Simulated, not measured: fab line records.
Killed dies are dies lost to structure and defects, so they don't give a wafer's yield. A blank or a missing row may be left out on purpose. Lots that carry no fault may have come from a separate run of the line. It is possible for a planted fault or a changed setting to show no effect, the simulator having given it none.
Which tool is to blame? | flow nand_harc | 24 lots, 72 wafers sampled, at 5 steps of a route of 1159

## WHAT THE GAUGES READ, wafer by wafer
NHARC_A_WL_FILL_INSPECT_15.
lot  | measured     | on                | raw_defect_count
L077 | day 16 08:50 | defect_inspect-01 | 227 416 310
L074 | day 16 10:37 | defect_inspect-01 | 326 284 207
L075 | day 16 13:09 | defect_inspect-01 | 499 508 266
L079 | day 16 15:20 | defect_inspect-01 | 377 342 261
L076 | day 16 17:24 | defect_inspect-01 | 327 497 536
L078 | day 16 19:44 | defect_inspect-01 | 505 696 334
L080 | day 17 08:00 | defect_inspect-01 | 498 528 606
L081 | day 17 20:37 | defect_inspect-01 | 400 195 336
L083 | day 17 20:54 | defect_inspect-02 | 221 246 301
L082 | day 18 02:11 | defect_inspect-01 | 263 610 405
L085 | day 18 13:20 | defect_inspect-01 | 347 362 308
L084 | day 18 13:22 | defect_inspect-02 | 199 228 189
L087 | day 19 00:04 | defect_inspect-01 | 319 374 443
L086 | day 19 00:30 | defect_inspect-02 | 358 358 344
L090 | day 19 18:10 | defect_inspect-01 | 596 568 527
L089 | day 19 18:46 | defect_inspect-02 | 405 296 482
L088 | day 20 07:43 | defect_inspect-01 | 557 316 547
L091 | day 20 07:47 | defect_inspect-02 | 291 279 330
L092 | day 20 12:29 | defect_inspect-01 | 326 303 298
L093 | day 20 13:02 | defect_inspect-02 | 743 522 640
L096 | day 21 13:12 | defect_inspect-02 | 452 335 530
L094 | day 21 13:52 | defect_inspect-01 | 679 441 656
L095 | day 21 17:26 | defect_inspect-02 | 460 364 467
L097 | day 21 19:36 | defect_inspect-02 | 274 250 517

NHARC_A_CONTACT_INSPECT_10.
lot  | measured     | on                | raw_defect_count
L077 | day 17 07:16 | defect_inspect-01 | 34 22 28
L074 | day 17 11:44 | defect_inspect-01 | 23 40 29
L075 | day 17 12:58 | defect_inspect-01 | 25 21 26
L079 | day 17 15:32 | defect_inspect-01 | 15 21 23
L076 | day 17 16:04 | defect_inspect-01 | 16 12 11
L078 | day 17 16:45 | defect_inspect-02 | 12 19 25
L080 | day 18 04:10 | defect_inspect-02 | 34 26 27
L081 | day 18 14:58 | defect_inspect-02 | 33 36 34
L083 | day 18 15:25 | defect_inspect-02 | 19 20 22
L082 | day 18 21:28 | defect_inspect-01 | 15 12 15
L085 | day 19 08:32 | defect_inspect-01 | 21 11 24
L084 | day 19 10:15 | defect_inspect-02 | 24 24 23
L087 | day 19 20:10 | defect_inspect-02 | 42 46 44
L086 | day 19 20:20 | defect_inspect-01 | 8 6 9
L090 | day 20 14:47 | defect_inspect-01 | 38 24 35
L089 | day 20 16:17 | defect_inspect-01 | 33 40 33
L088 | day 21 01:49 | defect_inspect-02 | 11 15 20
L091 | day 21 02:56 | defect_inspect-02 | 13 9 17
L092 | day 21 08:30 | defect_inspect-01 | 68 56 60
L093 | day 21 06:58 | defect_inspect-01 | 66 52 70
L096 | day 22 08:08 | defect_inspect-02 | 37 44 57
L094 | day 22 08:46 | defect_inspect-02 | 14 19 14
L095 | day 22 11:02 | defect_inspect-02 | 44 42 41
L097 | day 22 13:40 | defect_inspect-01 | 27 28 19

## WHAT TOOL EACH LOT RAN ON (gives the tool, then ch and the chambers of the sampled wafers, and finally the start)
lot  | NHARC_A_CONTACT_ETCH_116             | NHARC_A_CONTACT_ETCH_125             | NHARC_A_CONTACT_ETCH_130
L077 | har_cap_etch-03 ch 0,1, day 16 15:19 | har_cap_etch-03 ch 0,1, day 17 00:27 | har_cap_etch-03 ch 0,1, day 17 01:09
L074 | har_cap_etch-01 ch 0,1, day 16 19:19 | har_cap_etch-01 ch 0,1, day 17 06:09 | har_cap_etch-01 ch 0,1, day 17 06:52
L075 | har_cap_etch-02 ch 1, day 16 21:46   | har_cap_etch-03 ch 1, day 17 07:13   | har_cap_etch-03 ch 1, day 17 07:55
L079 | har_cap_etch-01 ch 0,1, day 16 23:14 | har_cap_etch-02 ch 0,1, day 17 08:20 | har_cap_etch-02 ch 0,1, day 17 09:02
L076 | har_cap_etch-01 ch 0,1, day 17 02:12 | har_cap_etch-03 ch 0,1, day 17 09:32 | har_cap_etch-03 ch 0,1, day 17 10:14
L078 | har_cap_etch-03 ch 1, day 17 04:35   | har_cap_etch-01 ch 0,1, day 17 11:14 | har_cap_etch-01 ch 0,1, day 17 11:57
L080 | har_cap_etch-03 ch 0,1, day 17 14:24 | har_cap_etch-02 ch 0,1, day 17 21:23 | har_cap_etch-02 ch 0,1, day 17 22:06
L081 | har_cap_etch-01 ch 0,1, day 18 02:19 | har_cap_etch-03 ch 0,1, day 18 09:05 | har_cap_etch-03 ch 0,1, day 18 09:47
L083 | har_cap_etch-03 ch 0,1, day 18 02:38 | har_cap_etch-02 ch 0,1, day 18 09:34 | har_cap_etch-02 ch 0,1, day 18 10:16
L082 | har_cap_etch-01 ch 0,1, day 18 07:41 | har_cap_etch-01 ch 0,1, day 18 14:12 | har_cap_etch-01 ch 0,1, day 18 14:54
L085 | har_cap_etch-01 ch 0,1, day 18 19:16 | har_cap_etch-01 ch 1, day 19 02:10   | har_cap_etch-01 ch 1, day 19 03:07
L084 | har_cap_etch-03 ch 0, day 18 19:35   | har_cap_etch-03 ch 0,1, day 19 03:29 | har_cap_etch-03 ch 0,1, day 19 04:15
L087 | har_cap_etch-02 ch 0,1, day 19 05:41 | har_cap_etch-01 ch 0,1, day 19 13:25 | har_cap_etch-01 ch 0,1, day 19 14:22
L086 | har_cap_etch-01 ch 0,1, day 19 06:43 | har_cap_etch-03 ch 0,1, day 19 14:01 | har_cap_etch-03 ch 0,1, day 19 14:44
L090 | har_cap_etch-03 ch 0,1, day 20 01:53 | har_cap_etch-01 ch 0,1, day 20 09:52 | har_cap_etch-01 ch 0,1, day 20 10:35
L089 | har_cap_etch-02 ch 0,1, day 20 02:14 | har_cap_etch-03 ch 0,1, day 20 10:44 | har_cap_etch-03 ch 0,1, day 20 11:40
L088 | har_cap_etch-02 ch 0,1, day 20 13:30 | har_cap_etch-02 ch 0,1, day 20 20:41 | har_cap_etch-02 ch 0,1, day 20 21:24
L091 | har_cap_etch-01 ch 0,1, day 20 14:38 | har_cap_etch-01 ch 0,1, day 20 21:07 | har_cap_etch-01 ch 0,1, day 20 21:49
L092 | har_cap_etch-03 ch 0,1, day 20 19:44 | har_cap_etch-03 ch 0,1, day 21 03:34 | har_cap_etch-03 ch 0,1, day 21 04:17
L093 | har_cap_etch-01 ch 0,1, day 20 18:58 | har_cap_etch-03 ch 0,1, day 21 01:26 | har_cap_etch-03 ch 0,1, day 21 02:08
L096 | har_cap_etch-03 ch 0,1, day 21 18:56 | har_cap_etch-02 ch 0,1, day 22 01:16 | har_cap_etch-02 ch 0,1, day 22 01:58
L094 | har_cap_etch-02 ch 0,1, day 21 20:14 | har_cap_etch-01 ch 0,1, day 22 03:03 | har_cap_etch-01 ch 0,1, day 22 03:46
L095 | har_cap_etch-01 ch 0,1, day 21 23:28 | har_cap_etch-02 ch 0,1, day 22 05:53 | har_cap_etch-02 ch 0,1, day 22 06:35
L097 | har_cap_etch-03 ch 0,1, day 22 01:21 | har_cap_etch-02 ch 0,1, day 22 08:38 | har_cap_etch-02 ch 0,1, day 22 09:21
- NHARC_A_CONTACT_ETCH_116: etches the open film in C4F8/O2/Ar, time 94 s, target depth 922 nm.
- NHARC_A_CONTACT_ETCH_125: etches the open film in C4F8/O2/Ar, time 155 s, target depth 956 nm.
- NHARC_A_CONTACT_ETCH_130: etches the open film in C4F8/O2/Ar, time 155 s, target depth 956 nm.

## WHAT THE TOOLS THEMSELVES READ (means of the sampled wafers that have a number; where no wafer has one, the mark that the record gives instead)
NHARC_A_CONTACT_ETCH_116.
lot  | tool            | chamber_pressure_mTorr (mTorr)
L077 | har_cap_etch-03 | 20.001
L074 | har_cap_etch-01 | 20.021
L075 | har_cap_etch-02 | 20.006
L079 | har_cap_etch-01 | 20.004
L076 | har_cap_etch-01 | 19.995
L078 | har_cap_etch-03 | 20.004
L080 | har_cap_etch-03 | 19.996
L081 | har_cap_etch-01 | 20.023
L083 | har_cap_etch-03 | 19.974
L082 | har_cap_etch-01 | 19.983
L085 | har_cap_etch-01 | 19.994
L084 | har_cap_etch-03 | 20.003
L087 | har_cap_etch-02 | 20.006
L086 | har_cap_etch-01 | 19.978
L090 | har_cap_etch-03 | 19.994
L089 | har_cap_etch-02 | 20.002
L088 | har_cap_etch-02 | 19.991
L091 | har_cap_etch-01 | 19.987
L092 | har_cap_etch-03 | 20.001
L093 | har_cap_etch-01 | 19.984
L096 | har_cap_etch-03 | 19.986
L094 | har_cap_etch-02 | 20.008
L095 | har_cap_etch-01 | 20.003
L097 | har_cap_etch-03 | 19.998

NHARC_A_CONTACT_ETCH_125.
lot  | tool            | chamber_pressure_mTorr (mTorr)
L077 | har_cap_etch-03 | 20.006
L074 | har_cap_etch-01 | 19.994
L075 | har_cap_etch-03 | 19.998
L079 | har_cap_etch-02 | 19.993
L076 | har_cap_etch-03 | 20.012
L078 | har_cap_etch-01 | 19.997
L080 | har_cap_etch-02 | 20.008
L081 | har_cap_etch-03 | 19.982
L083 | har_cap_etch-02 | 20.004
L082 | har_cap_etch-01 | 20.027
L085 | har_cap_etch-01 | 20.001
L084 | har_cap_etch-03 | 19.981
L087 | har_cap_etch-01 | 19.993
L086 | har_cap_etch-03 | 20.019
L090 | har_cap_etch-01 | 20.012
L089 | har_cap_etch-03 | 20.007
L088 | har_cap_etch-02 | 19.993
L091 | har_cap_etch-01 | 19.998
L092 | har_cap_etch-03 | 20.005
L093 | har_cap_etch-03 | 19.996
L096 | har_cap_etch-02 | 20.026
L094 | har_cap_etch-01 | 19.994
L095 | har_cap_etch-02 | 20.003
L097 | har_cap_etch-02 | 19.999

NHARC_A_CONTACT_ETCH_130.
lot  | tool            | chamber_pressure_mTorr (mTorr)
L077 | har_cap_etch-03 | 20.004
L074 | har_cap_etch-01 | 20.004
L075 | har_cap_etch-03 | 20.010
L079 | har_cap_etch-02 | 20.014
L076 | har_cap_etch-03 | 19.985
L078 | har_cap_etch-01 | 20.011
L080 | har_cap_etch-02 | 20.002
L081 | har_cap_etch-03 | 20.019
L083 | har_cap_etch-02 | 19.991
L082 | har_cap_etch-01 | 19.981
L085 | har_cap_etch-01 | 20.003
L084 | har_cap_etch-03 | 19.994
L087 | har_cap_etch-01 | 19.999
L086 | har_cap_etch-03 | 20.001
L090 | har_cap_etch-01 | 19.989
L089 | har_cap_etch-03 | 20.003
L088 | har_cap_etch-02 | 19.999
L091 | har_cap_etch-01 | 20.007
L092 | har_cap_etch-03 | 20.004
L093 | har_cap_etch-03 | 20.005
L096 | har_cap_etch-02 | 19.999
L094 | har_cap_etch-01 | 20.004
L095 | har_cap_etch-02 | 20.003
L097 | har_cap_etch-02 | 20.003

## THE ANSWER, worked out from the rows above alone
Rule: the lots themselves supply what counts as usual. The widest of any qualifying gaps counts: lots, ordered by their means at a reading, are off when they make up no more than a third of the lots, leave a main group of 4 or more, and stand apart from it by 3 or more times the standard deviation of that group's means. A main group is skipped when, at the precision printed for the reading in the tables above, its means are all equal. A lot without any number at a reading at which 4 lots or more have one is off too. Where the step has rows for the other lots, those lots are counted as sound. First the gauges in route order, then the tools' own readings, where a lot's mean is used as printed above. At the first step where some lot is off, the reading lying furthest off is the one used; lots without a number count as furthest.
Across all readings shown, no lot is off: no conclusion can be drawn from this.

## WHAT HAD BEEN PUT IN BY THE SIMULATOR
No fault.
